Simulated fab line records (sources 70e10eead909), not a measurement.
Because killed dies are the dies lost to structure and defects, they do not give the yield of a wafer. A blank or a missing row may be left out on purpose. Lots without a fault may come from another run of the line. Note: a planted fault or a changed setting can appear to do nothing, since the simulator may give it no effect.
Chamber matching :: flow nandHarc :: NHARC_A_STAIRCASE_TRIM_12 on rieDiel-13 has 4 sister chambers
The step chemistry O2, time 211.2 s. 4 wafers are shown with their chamber, then 7 later ones without.

== WAFERS, EACH WITH ITS CHAMBER ==
wafer: L090.4
chamber: 1
showerheadPlenumPTorr (Torr): 3.54

wafer: L090.6
chamber: 2
showerheadPlenumPTorr (Torr): 3.39

wafer: L090.1
chamber: 0
showerheadPlenumPTorr (Torr): 3.37

wafer: L090.3
chamber: 3
showerheadPlenumPTorr (Torr): 3.57

== WAFERS WHOSE CHAMBER IS MISSING ==
wafer: L090.5
showerheadPlenumPTorr (Torr): 3.54

wafer: L096.1
showerheadPlenumPTorr (Torr): 3.38

wafer: L096.2
showerheadPlenumPTorr (Torr): 3.36

wafer: L096.6
showerheadPlenumPTorr (Torr): 3.53

wafer: L096.3
showerheadPlenumPTorr (Torr): 3.57

wafer: L096.4
showerheadPlenumPTorr (Torr): 3.53

wafer: L096.5
showerheadPlenumPTorr (Torr): 3.36

== WHICH CHAMBER EACH WENT THROUGH ==
wafer: L090.5
from the rows above: 1
in truth: 1

wafer: L096.1
from the rows above: can't be placed: 0 or 2
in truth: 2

wafer: L096.2
from the rows above: 0
in truth: 0

wafer: L096.6
from the rows above: 1
in truth: 1

wafer: L096.3
from the rows above: 3
in truth: 3

wafer: L096.4
from the rows above: 1
in truth: 1

wafer: L096.5
from the rows above: 0
in truth: 0
Placed correctly: 6 of 7. Unplaceable from these rows: 1, with the true chamber sitting among the candidates in 1. Wrongly placed: 0.
How it was worked out, from the rows above alone: a wafer's distance from a chamber is the root of the sum, over the readings, of the square of ((its reading less the chamber's mean) divided by the reading's scatter). The wafer belongs to the nearest chamber; if the next one is less than 2 further off, it can't be placed. For every chamber, the mean is computed from those of its wafers that are shown. The scatter: with one shown wafer a chamber, the root of the mean of the squares of how far each hidden wafer lies from its nearest shown one.
